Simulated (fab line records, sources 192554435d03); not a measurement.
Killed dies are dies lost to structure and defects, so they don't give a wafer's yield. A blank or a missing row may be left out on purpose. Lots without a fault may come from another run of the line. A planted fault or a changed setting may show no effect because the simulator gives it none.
A struck lot beside a sound one | flow n5_finfet | 16 steps out of a route of 1938
Sound: wafers L878.3, L878.5, L878.6. Struck: wafers L894.3, L894.5. (L894.1 of the same lot was not struck and is left out.) The cause comes at the end.
At each step with rows: each side's tool, then ch and its chambers, then its first start. Under that, the readings that differ: sound wafers | struck wafers | difference of the means | sigmas: that difference in standard deviations of wafers without a fault.
alike: readings whose means differ by less than 2 such deviations, and words and numbers that are the same on both sides. not compared: withheld readings, readings that some wafer has no value for, bounds like >300 that may hide the same value, and numbers for which the record gives no deviation and whose values overlap.
The two part at a step that has a row with sigmas, a row that says differs or no value, or rows on one side only. Numbers that don't overlap but have no deviation are shown without sigmas and don't part them. A reading that every wafer of one side lacks parts them only if that side has two wafers or more.

first, 2 steps without rows for these wafers: N5_BEOL_M1_PEB_09 (peb time 60 s); N5_BEOL_M1_DEVELOP_10 (develop time 30 s).
N5_BEOL_M1_CD_MEAS_11: target cd 17.05 nm.
  sound on cd_sem-03 ch 0, day 7 13:11; struck on cd_sem-02 ch 0, day 11 20:19
  alike: cd_nm
N5_BEOL_M1_OVL_MEAS_12:
  sound on overlay-01 ch 0, day 7 13:13; struck on overlay-01 ch 0, day 11 20:21
  alike: M1_OVL
N5_BEOL_M1_INSPECT_13: inspects for defects (brightfield).
  sound on defect_inspect-02, day 7 13:16; struck on defect_inspect-02, day 11 20:25
  alike: raw_defect_count
N5_BEOL_M1_DESCUM_16: chemistry O2, time 7 s.
  sound on rie_diel-02 ch 0,3, day 7 13:18; struck on rie_diel-02 ch 1,2, day 11 20:26
  alike: drypump_motor_current_A, oes_product_au, rf_vpp_V, showerhead_plenum_p_Torr, throttle_valve_pct
  not compared: rf_hours_counter_h
N5_BEOL_M1_ETCH_74: etches underlayer in N2/H2, target depth 6.5 nm, time 5.2 s.
  sound on rie_diel-02 ch 0,3, day 7 13:20; struck on rie_diel-02 ch 1,2, day 11 20:29
  alike: drypump_motor_current_A, etch_rf_on_time_s, n2_flow_sccm, oes_product_au, rf_vpp_V, showerhead_plenum_p_Torr, throttle_valve_pct
  not compared: rf_hours_counter_h
N5_BEOL_M1_ETCH_63: etches SiARC in CF4, target depth 15.6 nm, time 26 s.
  sound on rie_diel-02 ch 0,3, day 7 13:21; struck on rie_diel-02 ch 1,2, day 11 20:29
  alike: drypump_motor_current_A, etch_rf_on_time_s, oes_product_au, rf_vpp_V, showerhead_plenum_p_Torr, throttle_valve_pct
  not compared: rf_hours_counter_h
N5_BEOL_M1_ETCH_64: etches SOC in N2/H2, target depth 75 nm, overetch 15 nm, time 112.5 s.
  sound on rie_diel-02 ch 0,3, day 7 13:23; struck on rie_diel-02 ch 1,2, day 11 20:31
  alike: drypump_motor_current_A, n2_flow_sccm, oes_product_au, rf_vpp_V, showerhead_plenum_p_Torr, throttle_valve_pct
  not compared: rf_hours_counter_h
then, 2 steps without rows for these wafers: N5_BEOL_M1_STRIP_65 (strips in N2/H2); N5_BEOL_M1_STRIP_75 (strips in N2/H2).
N5_BEOL_M1_STRIP_66: strips in CF4.
  sound on rie_diel-02 ch 0,3, day 7 13:31; struck on rie_diel-02 ch 1,2, day 11 20:39
  alike: drypump_motor_current_A, oes_product_au, rf_vpp_V, showerhead_plenum_p_Torr, throttle_valve_pct
  not compared: rf_hours_counter_h
N5_BEOL_M1_HM_OPEN_17: chemistry Cl2/BCl3, target TiN, target depth 20 nm, overetch 6 nm.
  sound on rie_metal-02 ch 0,1, day 7 13:35; struck on rie_metal-01 ch 0, day 11 20:41
  reading                                  | sound             | struck      | difference | sigmas
  throttle_valve_pct (%)                   | 22.79 22.28 22.76 | 22.33 22.33 | -0.28      | -2
  model.SOC_of_BEOL_M1_COAT_61.thk_nm (nm) | 52.6 51.8 52.6    | 49 49.2     | -3         |
  alike: drypump_motor_current_A, oes_product_au
  not compared: rf_hours_counter_h
then, 1 step without rows for these wafers: N5_BEOL_M1_STRIP_19 (strips in O2).
N5_BEOL_M4_RC_MEAS_101:
  sound on prober-01 ch 0, day 9 09:21; struck on prober-02 ch 0, day 13 15:55
  reading   | sound          | struck    | difference | sigmas
  VT_P (mV) | -238 -244 -249 | -255 -254 | -11        | -2
  alike: DIBL_N, DIBL_P, IOFF_N, IOFF_P, ION_N, ION_P, SS_N, SS_P, VT_N
N5_PASSIVATION_PROBE_49:
  the record has rows for the sound wafers here (prober-02, day 13 18:27) and none for the struck ones

WHERE THEY PART
First at N5_BEOL_M1_HM_OPEN_17; last, within this record, at N5_PASSIVATION_PROBE_49.

WHY: what the simulator had put in
Process parameter drift: rie_metal-01, from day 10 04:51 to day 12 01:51, at N5_BEOL_M1_HM_OPEN_17. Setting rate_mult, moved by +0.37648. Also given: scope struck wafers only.
